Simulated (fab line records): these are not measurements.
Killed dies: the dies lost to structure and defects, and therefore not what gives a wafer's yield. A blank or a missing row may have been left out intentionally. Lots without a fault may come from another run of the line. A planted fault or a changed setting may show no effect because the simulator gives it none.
Split-lot experiment + flow n5_finfet + route with 1938 steps; 7 lots, 21 wafers read

ABOUT THE SPLIT
At N5_SD_EPI_P_COAT_34 (time 60 s, resist thk 350 nm), the setting spin_rpm was moved away from the recipe's 1500 rpm on 7 of the 21 wafers read, by -9.7% to +10.5%. The other wafers ran this setting at the recipe's value.

Reading taken at the split's own step.

THE READING
SOC_of_SD_EPI_P_COAT_34.thk_nm (the simulator's own value, which no gauge read), in nm, at N5_SD_EPI_P_COAT_34 (time 60 s, resist thk 350 nm). There is no usual value for it anywhere in the file. Here, 14 wafers ran the recipe; their average is 350.4 nm with a standard deviation of 0.79 nm.

| wafer  | tool, chamber at the split | spin_rpm as run, rpm | against the recipe | SOC_of_SD_EPI_P_COAT_34.thk_nm, nm | against lot-mates on the recipe |
|--------|----------------------------|----------------------|--------------------|------------------------------------|---------------------------------|
| L075.3 | litho_track-05, 0          | 1354                 | -9.7%              | 369.2                              | +19.2                           |
| L075.4 | litho_track-05, 0          | 1500                 | recipe             | 350                                | -                               |
| L075.6 | litho_track-05, 0          | 1354                 | -9.7%              | 368.8                              | +18.8                           |
| L076.2 | litho_track-01, 0          | 1500                 | recipe             | 351.4                              | -                               |
| L076.3 | litho_track-01, 0          | 1500                 | recipe             | 350                                | -                               |
| L076.5 | litho_track-01, 0          | 1500                 | recipe             | 350.8                              | -                               |
| L078.3 | litho_track-05, 0          | 1630                 | +8.7%              | 336.8                              | -13.4                           |
| L078.4 | litho_track-05, 0          | 1500                 | recipe             | 350.2                              | -                               |
| L078.6 | litho_track-05, 0          | 1630                 | +8.7%              | 336.4                              | -13.8                           |
| L081.1 | litho_track-05, 0          | 1500                 | recipe             | 350.8                              | -                               |
| L081.2 | litho_track-05, 0          | 1500                 | recipe             | 352                                | -                               |
| L081.5 | litho_track-05, 0          | 1500                 | recipe             | 351.2                              | -                               |
| L086.1 | litho_track-05, 0          | 1500                 | recipe             | 350                                | -                               |
| L086.2 | litho_track-05, 0          | 1500                 | recipe             | 350.2                              | -                               |
| L086.4 | litho_track-05, 0          | 1500                 | recipe             | 349.2                              | -                               |
| L087.1 | litho_track-04, 0          | 1657                 | +10.5%             | 334.6                              | -16.6                           |
| L087.3 | litho_track-04, 0          | 1657                 | +10.5%             | 334                                | -17.2                           |
| L087.4 | litho_track-04, 0          | 1500                 | recipe             | 351.2                              | -                               |
| L096.3 | litho_track-05, 0          | 1500                 | recipe             | 349.4                              | -                               |
| L096.4 | litho_track-05, 0          | 1574                 | +4.9%              | 342.2                              | -7.3                            |
| L096.5 | litho_track-05, 0          | 1500                 | recipe             | 349.6                              | -                               |

THE FIT
A straight line over all 21 wafers: SOC_of_SD_EPI_P_COAT_34.thk_nm changes by -1.7 nm for each +1% of spin_rpm; r = -0.99; the points scatter about the line by 1 nm.
The same after taking each lot's own level away (the mean of its wafers on the recipe; 21 wafers): -1.73 nm for each +1%; r = -1.00; scatter 0.88 nm.
That fit puts the effect of the largest move of spin_rpm on the reading at 18 nm.
The span of the lots' own levels, 349.50 to 351.33 nm, comes to 2.3 times the standard deviation stated above.
Consequently the slope shifts little with the lot-to-lot level, the two slopes agreeing.
Check: for one of the wafers moved furthest among these (+10.5%), held out of the fit, the line's prediction against its lot-mates is -17.8 nm. Against them it came out at -16.6 nm.

OTHER SPLITS ON THESE WAFERS
Before the reading, these wafers also passed through other splits. Each is held against what the fit with the lots' levels taken away leaves over:
| other split on the same wafers          | wafers away from the commonest value | r with SOC_of_SD_EPI_P_COAT_34.thk_nm (lot level and that fit taken away) |
|-----------------------------------------|--------------------------------------|---------------------------------------------------------------------------|
| N5_ZERO_LAYER_PECVD_02 time_s           | 7                                    | -0.35                                                                     |
| N5_ZERO_LAYER_DEVELOP_10 develop_time_s | 6                                    | +0.09                                                                     |
| N5_FIN_SAQP_DESCUM_21 time_s            | 6                                    | +0.16                                                                     |
| N5_FIN_SAQP_ETCH_64 bias_w              | 8                                    | +0.11                                                                     |
| N5_DUMMY_GATE_COAT_28 spin_rpm          | 5                                    | -0.01                                                                     |
| N5_DUMMY_GATE_EXPOSE_12 dose_mj         | 4                                    | -0.21                                                                     |
| N5_SD_EPI_N_EPI_21 temp_c               | 7                                    | +0.20                                                                     |

FILE'S OWN FIT
SOC_of_SD_EPI_P_COAT_34.thk_nm changes by -1.7 nm for each +1% of spin_rpm, r = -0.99.
